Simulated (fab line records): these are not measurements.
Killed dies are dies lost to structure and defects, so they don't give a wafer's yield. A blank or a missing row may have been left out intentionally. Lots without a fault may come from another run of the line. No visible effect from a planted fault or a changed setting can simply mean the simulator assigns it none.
Split-lot study :: flow n5-finfet :: 7 lots, 21 wafers read, on a route of 1938 steps

## ABOUT THE SPLIT
At N5_BEOL_M14_ETCH_68 (etches SOC in N2/H2, time 450 s), the setting time-s was moved away from the recipe's 450 s on 9 of the 21 wafers read, by -21.3% to +9.0%. All remaining wafers had this setting at the recipe value.

Reading taken at the split's own step.

## THE READING
SiARC_of_BEOL_M14_COAT_66.thk-nm (the simulator's own value, which no gauge read), in nm, at N5_BEOL_M14_ETCH_68 (etches SOC in N2/H2, time 450 s). The file gives no usual value for it. Across the 12 wafers here that went through the recipe, the average is 65.2 nm and the standard deviation 0.56 nm.

wafer: L074.1
tool, chamber at the split: rie-diel-04, 0
time-s as run, s: 365.3
against the recipe: -18.8%
SiARC_of_BEOL_M14_COAT_66.thk-nm, nm: 73.4
against lot-mates on the recipe: +7.8

wafer: L074.2
tool, chamber at the split: rie-diel-04, 1
time-s as run, s: 365.3
against the recipe: -18.8%
SiARC_of_BEOL_M14_COAT_66.thk-nm, nm: 73.6
against lot-mates on the recipe: +8.0

wafer: L074.6
tool, chamber at the split: rie-diel-04, 0
time-s as run, s: 450
against the recipe: recipe
SiARC_of_BEOL_M14_COAT_66.thk-nm, nm: 65.6
against lot-mates on the recipe: -

wafer: L076.1
tool, chamber at the split: rie-diel-01, 1
time-s as run, s: 450
against the recipe: recipe
SiARC_of_BEOL_M14_COAT_66.thk-nm, nm: 64.6
against lot-mates on the recipe: -

wafer: L076.3
tool, chamber at the split: rie-diel-01, 2
time-s as run, s: 354
against the recipe: -21.3%
SiARC_of_BEOL_M14_COAT_66.thk-nm, nm: 75.4
against lot-mates on the recipe: +10.8

wafer: L076.6
tool, chamber at the split: rie-diel-01, 2
time-s as run, s: 354
against the recipe: -21.3%
SiARC_of_BEOL_M14_COAT_66.thk-nm, nm: 75.4
against lot-mates on the recipe: +10.8

wafer: L078.3
tool, chamber at the split: rie-diel-01, 0
time-s as run, s: 450
against the recipe: recipe
SiARC_of_BEOL_M14_COAT_66.thk-nm, nm: 66.2
against lot-mates on the recipe: -

wafer: L078.4
tool, chamber at the split: rie-diel-01, 3
time-s as run, s: 450
against the recipe: recipe
SiARC_of_BEOL_M14_COAT_66.thk-nm, nm: 66
against lot-mates on the recipe: -

wafer: L078.6
tool, chamber at the split: rie-diel-01, 1
time-s as run, s: 450
against the recipe: recipe
SiARC_of_BEOL_M14_COAT_66.thk-nm, nm: 64.8
against lot-mates on the recipe: -

wafer: L081.1
tool, chamber at the split: rie-diel-04, 1
time-s as run, s: 490.4
against the recipe: +9.0%
SiARC_of_BEOL_M14_COAT_66.thk-nm, nm: 61.8
against lot-mates on the recipe: -2.8

wafer: L081.2
tool, chamber at the split: rie-diel-04, 0
time-s as run, s: 450
against the recipe: recipe
SiARC_of_BEOL_M14_COAT_66.thk-nm, nm: 64.6
against lot-mates on the recipe: -

wafer: L081.6
tool, chamber at the split: rie-diel-04, 3
time-s as run, s: 490.4
against the recipe: +9.0%
SiARC_of_BEOL_M14_COAT_66.thk-nm, nm: 60
against lot-mates on the recipe: -4.6

wafer: L080.1
tool, chamber at the split: rie-diel-04, 3
time-s as run, s: 490.6
against the recipe: +9.0%
SiARC_of_BEOL_M14_COAT_66.thk-nm, nm: 60.6
against lot-mates on the recipe: -4.0

wafer: L080.3
tool, chamber at the split: rie-diel-04, 2
time-s as run, s: 450
against the recipe: recipe
SiARC_of_BEOL_M14_COAT_66.thk-nm, nm: 64.6
against lot-mates on the recipe: -

wafer: L080.5
tool, chamber at the split: rie-diel-04, 0
time-s as run, s: 490.6
against the recipe: +9.0%
SiARC_of_BEOL_M14_COAT_66.thk-nm, nm: 60.2
against lot-mates on the recipe: -4.4

wafer: L088.2
tool, chamber at the split: rie-diel-03, 0
time-s as run, s: 383.5
against the recipe: -14.8%
SiARC_of_BEOL_M14_COAT_66.thk-nm, nm: 72.4
against lot-mates on the recipe: +7.5

wafer: L088.3
tool, chamber at the split: rie-diel-03, 2
time-s as run, s: 450
against the recipe: recipe
SiARC_of_BEOL_M14_COAT_66.thk-nm, nm: 64.6
against lot-mates on the recipe: -

wafer: L088.5
tool, chamber at the split: rie-diel-03, 1
time-s as run, s: 450
against the recipe: recipe
SiARC_of_BEOL_M14_COAT_66.thk-nm, nm: 65.2
against lot-mates on the recipe: -

wafer: L097.2
tool, chamber at the split: rie-diel-01, 2
time-s as run, s: 450
against the recipe: recipe
SiARC_of_BEOL_M14_COAT_66.thk-nm, nm: 65.4
against lot-mates on the recipe: -

wafer: L097.3
tool, chamber at the split: rie-diel-01, 0
time-s as run, s: 450
against the recipe: recipe
SiARC_of_BEOL_M14_COAT_66.thk-nm, nm: 65.2
against lot-mates on the recipe: -

wafer: L097.5
tool, chamber at the split: rie-diel-01, 2
time-s as run, s: 450
against the recipe: recipe
SiARC_of_BEOL_M14_COAT_66.thk-nm, nm: 65.8
against lot-mates on the recipe: -

THE FIT
A straight line over all 21 wafers: SiARC_of_BEOL_M14_COAT_66.thk-nm changes by -0.473 nm for each +1% of time-s; r = -0.99; the points scatter about the line by 0.6 nm.
The same after taking each lot's own level away (the mean of its wafers on the recipe; 21 wafers): -0.466 nm for each +1%; r = -0.99; scatter 0.6 nm.
According to that fit, moving time-s by its largest amount changes the reading by 9.9 nm.
Measured against the standard deviation above, the lots' own levels, which go from 64.60 to 65.67 nm, span 1.9 times it.
Hence the lot-to-lot level has little effect on the slope; both slopes agree.
Check: for one of the wafers moved furthest among these (-21.3%), held out of the fit, the line's prediction against its lot-mates is +9.79 nm. Against them it came out at +10.8 nm.

## OTHER SPLITS ON THESE WAFERS
Before the reading, these wafers also passed through other splits. Each is held against what the fit with the lots' levels taken away leaves over:
other split on the same wafers: N5_BEOL_M13_PEB_26 peb-time-s
wafers away from the commonest value: 8
r with SiARC_of_BEOL_M14_COAT_66.thk-nm (lot level and that fit taken away): +0.24

## THE FILE'S OWN FIT
SiARC_of_BEOL_M14_COAT_66.thk-nm changes by -0.472 nm for each +1% of time-s, r = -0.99.
